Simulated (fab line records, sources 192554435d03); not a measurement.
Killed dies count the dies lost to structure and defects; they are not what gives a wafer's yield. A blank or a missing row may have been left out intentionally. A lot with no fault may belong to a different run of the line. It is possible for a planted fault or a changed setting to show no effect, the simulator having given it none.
A struck lot beside a sound one	flow n5Finfet	14 steps out of a route of 1938
Sound: these wafers, L347.2, L347.3, L347.5. The struck wafers were L355.1, L355.3, L355.6. The cause comes at the end.
For every step that has rows: the tool of each side, followed by ch and its chambers, followed by its first start. Under that, the readings that differ: sound wafers	struck wafers	difference of the means	sigmas: that difference in standard deviations of wafers without a fault.
alike: a reading whose means differ by less than 2 such deviations, as well as words and numbers matching on both sides. not compared: withheld readings; readings where some wafer has no value; bounds like >300 that might hide an equal value; numbers whose values overlap and for which the record gives no deviation.
Wherever a step has rows on one side only, a row that says differs or no value, or a row with sigmas, the two part there. Numbers that have no deviation but don't overlap get no sigmas and don't part them. A reading that every wafer of one side lacks parts them only if that side has two wafers or more.

N5_BEOL_M0_SAQP_SPACER2_ALD_26: deposits SiO2, target thk 15 nm, pulse time 1 s, purge time 2 s.
  sound on aldSin-01 ch 2,3, day 6 08:49; struck on aldSin-02 ch 0,1,2, day 8 20:06
  alike: heaterPowerOuterW, heaterPowerW, precursorPulseHeightRel
  not compared: sinceWetCleanH
N5_BEOL_M0_SAQP_SPACER2_ETCHBACK_27: etches SiO2 in CHF3/O2, target depth 22.5 nm, time 11.25 s.
  sound on rieDiel-05 ch 0,2,3, day 6 09:22; struck on rieDiel-02 ch 1,3, day 8 20:40
reading	sound	struck	difference	sigmas
oesProductAu (a.u.)	0.68 0.75 0.70	0.94 0.74 0.95	+0.17	+2
  alike: chamberPressureMTorr, drypumpMotorCurrentA, rfVppV, showerheadPlenumPTorr, throttleValvePct
  not compared: rfHoursCounterH
N5_BEOL_M0_SAQP_MANDREL2_REMOVE_110: chemistry HBr/Cl2/O2, target a-Si, stops on SiCN, bt time 10 s.
  sound on rieSi-05 ch 1,2, day 6 09:27; struck on rieSi-05 ch 1,2, day 8 20:46
  alike: chamberPressureMTorr, drypumpMotorCurrentA, oesProductAu, throttleValvePct
  not compared: rfHoursCounterH
N5_BEOL_M0_SAQP_CD_MEAS_29 targets a cd of 14.4 nm.
  sound on cdSem-02 ch 0, day 6 09:34; struck on cdSem-01 ch 0, day 8 20:52
  alike: cdNm
then, 8 steps without rows for these wafers: N5_BEOL_M0_SAQP_COAT_69 (time 60 s, resist thk 90 nm); N5_BEOL_M0_SAQP_COAT_72 (time 60 s, resist thk 15 nm); N5_BEOL_M0_SAQP_COAT_87 (time 60 s, resist thk 5 nm); N5_BEOL_M0_SAQP_COAT_34 (resist thk 30 nm); N5_BEOL_M0_SAQP_EBR_36; N5_BEOL_M0_SAQP_SOFTBAKE_35 (time 60 s); N5_BEOL_M0_SAQP_EXPOSE_37 (exposes mask M0 CUT1, target cd 30 nm); N5_BEOL_M0_SAQP_PEB_38 (peb time 60 s).
N5_BEOL_M0_SAQP_DEVELOP_39: develop time 30 s.
  sound on lithoTrack-04 ch 0, day 6 09:56; struck on lithoTrack-01, day 8 21:14
  no value came back on the struck wafers for chillPlateTempC (C), developTimeS (s); on the sound wafers chillPlateTempC (C) reads 23.11 23.20 23.07
reading	sound	struck	difference	sigmas
model.CAR-EUV_of_BEOL_M0_SAQP_COAT_34.thkNm (nm)	29.6 29.4 29.6	30 30 30	+0	
N5_BEOL_M0_SAQP_CD_MEAS_40 targets a cd of 30 nm.
  sound on cdSem-02 ch 0, day 6 10:00; struck on cdSem-03 ch 0, day 8 21:18
reading	sound	struck	difference	sigmas
cdNm (nm)	29.87 29.57 29.81	- - -	no value on the struck wafers	

## WHERE THEY PART
Earliest at N5_BEOL_M0_SAQP_SPACER2_ETCHBACK_27; latest, in this record, at N5_BEOL_M0_SAQP_CD_MEAS_40.

WHY: what had been put in by the simulator
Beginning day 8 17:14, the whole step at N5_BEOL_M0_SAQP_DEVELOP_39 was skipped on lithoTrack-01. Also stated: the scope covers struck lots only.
